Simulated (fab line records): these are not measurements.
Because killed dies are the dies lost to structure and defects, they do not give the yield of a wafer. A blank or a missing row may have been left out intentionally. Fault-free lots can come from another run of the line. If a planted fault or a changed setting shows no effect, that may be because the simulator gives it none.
Chamber matching + flow n5_finfet + rie_diel-01 running N5_BEOL_M13_ETCH_59: 4 sister chambers
The step etches BARC in N2/H2, target depth 89 nm, overetch 26.7 nm, time 67.9 s. 14 wafers are shown with their chamber, then 7 later ones without.

== EACH WAFER AND ITS CHAMBER ==
| wafer  | chamber | drypump_motor_current_A (A) | oes_product_au (a.u.) | showerhead_plenum_p_Torr (Torr) |
|--------|---------|-----------------------------|-----------------------|---------------------------------|
| L572.2 | 3       | 4.6                         | 0.61                  | 2.63                            |
| L572.4 | 1       | 5.8                         | 0.80                  | 2.61                            |
| L572.5 | 0       | 5.5                         | 0.62                  | 2.64                            |
| L571.2 | 0       | 5.5                         | 0.63                  | 2.64                            |
| L571.5 | 2       | 5.0                         | 0.62                  | 2.53                            |
| L571.6 | 3       | 4.7                         | 0.61                  | 2.63                            |
| L570.3 | 0       | 5.5                         | 0.62                  | 2.63                            |
| L570.4 | 3       | 4.7                         | 0.61                  | 2.63                            |
| L570.6 | 2       | 5.0                         | 0.62                  | 2.53                            |
| L584.2 | 2       | 5.0                         | 0.61                  | 2.51                            |
| L584.3 | 0       | 5.5                         | 0.61                  | 2.62                            |
| L584.5 | 3       | 4.6                         | 0.61                  | 2.62                            |
| L583.1 | 0       | 5.5                         | 0.60                  | 2.62                            |
| L583.2 | 1       | 5.8                         | 0.74                  | 2.59                            |

SIGNATURES (means of the wafers above)
| reading                  | chamber 0 | chamber 1 | chamber 2 | chamber 3 | scatter within a chamber |
|--------------------------|-----------|-----------|-----------|-----------|--------------------------|
| drypump_motor_current_A  | 5.500     | 5.800     | 5.000     | 4.650     | 0.0316                   |
| oes_product_au           | 0.6160    | 0.7700    | 0.6167    | 0.6100    | 0.0154                   |
| showerhead_plenum_p_Torr | 2.6300    | 2.6000    | 2.5233    | 2.6275    | 0.0097                   |
Rule: a wafer lies at a distance from a chamber equal to the root of the sum of squares, over the readings, of (its reading less the chamber's mean, divided by the reading's scatter). If the next closest chamber is less than 2 further off than the closest, the wafer can't be placed; otherwise it belongs to the closest. How the scatter is found: for the shown wafers, subtract from each reading the mean of its chamber, square and add these, divide the total by (wafers less chambers), then take the root.

== WAFERS WITHOUT THEIR CHAMBER ==
| wafer  | drypump_motor_current_A (A) | oes_product_au (a.u.) | showerhead_plenum_p_Torr (Torr) |
|--------|-----------------------------|-----------------------|---------------------------------|
| L583.5 | 4.7                         | 0.59                  | 2.62                            |
| L582.3 | 5.7                         | 0.74                  | 2.59                            |
| L582.4 | 4.7                         | 0.60                  | 2.62                            |
| L582.5 | 5.5                         | 0.59                  | 2.62                            |
| L587.1 | 5.8                         | 0.73                  | 2.59                            |
| L587.4 | 4.7                         | 0.60                  | 2.62                            |
| L587.6 | 5.5                         | 0.59                  | 2.62                            |

== CHAMBER TAKEN BY EACH ==
| wafer  | from the rows above | in truth |
|--------|---------------------|----------|
| L583.5 | 3                   | 3        |
| L582.3 | 1                   | 1        |
| L582.4 | 3                   | 3        |
| L582.5 | 0                   | 0        |
| L587.1 | 1                   | 1        |
| L587.4 | 3                   | 3        |
| L587.6 | 0                   | 0        |
7 of 7 placed correctly. Not placeable from these rows: 0. Placed wrongly: 0.
